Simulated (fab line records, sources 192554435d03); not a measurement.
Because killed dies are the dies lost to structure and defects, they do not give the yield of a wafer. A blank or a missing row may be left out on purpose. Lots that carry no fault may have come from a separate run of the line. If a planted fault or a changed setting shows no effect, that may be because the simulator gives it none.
A lot that was struck, set against a sound lot	flow n5 finfet	15 out of 1938 route steps
Sound: these wafers, L147.1, L147.3, L147.4. The struck wafers were L151.1, L151.3. The cause is named last.
Each step with rows lists, per side, the tool, then ch with its chambers, then its first start. Under that, the readings that differ: sound wafers	struck wafers	difference of the means	sigmas: that difference in standard deviations of wafers without a fault.
alike: a reading whose means differ by less than 2 such deviations, as well as words and numbers matching on both sides. not compared: withheld readings; readings where some wafer has no value; bounds like >300 that might hide an equal value; numbers whose values overlap and for which the record gives no deviation.
Wherever a step has rows on one side only, a row that says differs or no value, or a row with sigmas, the two part there. Non-overlapping numbers with no deviation appear without sigmas and do not part them. A reading missing from all wafers of one side parts the sides only when that side holds two or more wafers.

first, 4 steps without rows for these wafers: N5_BEOL_M11_SOFTBAKE_06 (time 60 s); N5_BEOL_M11_EXPOSE_08 (exposes mask M11); N5_BEOL_M11_PEB_09 (peb time 60 s); N5_BEOL_M11_DEVELOP_10 (develop time 30 s).
N5_BEOL_M11_CD_MEAS_11 targets a cd of 64.1 nm.
  sound on cd sem-03 ch 0, day 10 16:40; struck on cd sem-01 ch 0, day 11 06:36
  alike: cd nm
N5_BEOL_M11_OVL_MEAS_12:
  sound on overlay-02 ch 0, day 10 16:42; struck on overlay-02 ch 0, day 11 06:38
reading	sound	struck	difference	sigmas
M11_OVL (nm)	-0.4 -1.6 -0.3	0.3 2.1	+2.0	+2
N5_BEOL_M11_INSPECT_13: inspects for defects (brightfield).
  struck on defect inspect-01, day 11 06:40; sound on defect inspect-02, day 10 16:44
  alike: raw defect count
N5_BEOL_M11_DESCUM_16: chemistry O2, time 7.9 s.
  sound on rie diel-03 ch 0,2, day 10 17:27; struck on rie diel-01 ch 1,2, day 11 06:43
  alike: drypump motor current A, oes product au, rf fwd power W, rf vpp V, showerhead plenum p Torr, throttle valve pct
  not compared: rf hours counter h
N5_BEOL_M11_ETCH_61: etches SiARC in CF4, target depth 39 nm, time 65 s.
  sound on rie diel-03 ch 0,2, day 10 17:29; struck on rie diel-01 ch 1,2, day 11 06:46
  alike: drypump motor current A, etch rf on time s, oes product au, rf fwd power W, rf vpp V, showerhead plenum p Torr, throttle valve pct
  not compared: rf hours counter h
N5_BEOL_M11_ETCH_62: etches SOC in N2/H2, target depth 110 nm, overetch 22 nm, time 165 s.
  sound on rie diel-03 ch 0,2, day 10 17:32; struck on rie diel-01 ch 1,2, day 11 06:49
  alike: drypump motor current A, h2 flow sccm, n2 flow sccm, oes product au, rf fwd power W, rf vpp V, showerhead plenum p Torr, throttle valve pct
  not compared: rf hours counter h
then, 1 step without rows for these wafers: N5_BEOL_M11_STRIP_68 (strips in N2/H2).
N5_BEOL_M11_STRIP_67: strips in CF4.
  sound on rie diel-03 ch 0,2, day 10 17:41; struck on rie diel-01 ch 1,2, day 11 06:57
  alike: drypump motor current A, oes product au, rf vpp V, showerhead plenum p Torr, throttle valve pct
  not compared: rf hours counter h
N5_BEOL_M11_HM_OPEN_17: chemistry Cl2/BCl3, target TiN, target depth 20 nm, overetch 6 nm.
  sound on rie metal-01 ch 0,1, day 10 17:44; struck on rie metal-03 ch 0,1, day 11 07:00
reading	sound	struck	difference	sigmas
model.SOC_of_BEOL_M11_COAT_59.thk nm (nm)	92.6 92.6 92	87.4 87.8	-4.8	
  alike: drypump motor current A, oes product au, rf fwd power W, throttle valve pct
  not compared: rf hours counter h
N5_BEOL_M11_STRIP_19: strips in O2.
  sound on rie diel-01 ch 2,3, day 10 17:56; struck on rie diel-01 ch 0,1, day 11 07:07
reading	sound	struck	difference	sigmas
rf vpp V (V)	3.0 3.2 3.2	4.6 4.0	+1.2	+2
  alike: drypump motor current A, oes product au, showerhead plenum p Torr, throttle valve pct
  not compared: rf hours counter h
N5_PASSIVATION_PROBE_49:
  struck on prober-02, day 13 03:32; sound on prober-02, day 12 09:47
  alike: defect limited yield, killed_at_M0_to_M3, killed_at_M4_up, killed at contacts, killed at front end, killed at other, killed dies, killed open, killed short, sort_bin_5_function, sort_bin_6_memory, sort n pass, sort yield pct

## WHERE THEY PART
At N5_BEOL_M11_OVL_MEAS_12 first; at N5_BEOL_M11_STRIP_19 last (within this record only). Later steps at which nothing parts them and some readings are alike: N5_PASSIVATION_PROBE_49.

WHY: what had been put in by the simulator
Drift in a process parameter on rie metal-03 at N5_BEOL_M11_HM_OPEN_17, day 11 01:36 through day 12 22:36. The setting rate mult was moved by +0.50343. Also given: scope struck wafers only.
